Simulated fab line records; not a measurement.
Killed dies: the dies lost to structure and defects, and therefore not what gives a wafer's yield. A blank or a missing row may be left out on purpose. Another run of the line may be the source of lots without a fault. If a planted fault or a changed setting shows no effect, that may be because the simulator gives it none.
Chamber matching -- flow nandHarc -- aldHk-03 running NHARC_A_CHANNEL_FILL_D1_ALD_02: 4 sister chambers
The step deposits SiO2, target thk 6 nm, pulse time 10 s, ald cycles 60. 4 wafers are shown with their chamber, then 7 later ones without.

## WAFERS PAIRED WITH THEIR CHAMBERS
wafer,chamber,heaterPowerW (W)
L088.5,1,489
L090.1,2,467
L093.2,0,467
L093.3,3,371

## WAFERS MISSING THEIR CHAMBER
wafer,heaterPowerW (W)
L093.6,505
L096.3,498
L096.4,471
L096.5,487
L097.3,521
L097.4,478
L097.6,373

## THE CHAMBER EACH PASSED THROUGH
wafer,from the rows above,in truth
L093.6,can't be placed: 1 or 0 or 2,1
L096.3,can't be placed: 1 or 0 or 2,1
L096.4,can't be placed: 0 or 2 or 1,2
L096.5,can't be placed: 1 or 0 or 2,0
L097.3,can't be placed: 1 or 0 or 2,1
L097.4,can't be placed: 0 or 1 or 2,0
L097.6,3,3
1 of 7 placed correctly. Not placeable from these rows: 6 (in 6, the candidates include the true chamber). Wrongly placed: 0.
How it was worked out, from the rows above alone: a wafer's distance from a chamber is the root of the sum, over the readings, of the square of ((its reading less the chamber's mean) divided by the reading's scatter). If the next closest chamber is less than 2 further off than the closest, the wafer can't be placed; otherwise it belongs to the closest. The mean given for a chamber averages the wafers shown for that chamber. The scatter: root of mean squared gap, hidden wafer to nearest shown wafer, with one shown wafer a chamber.
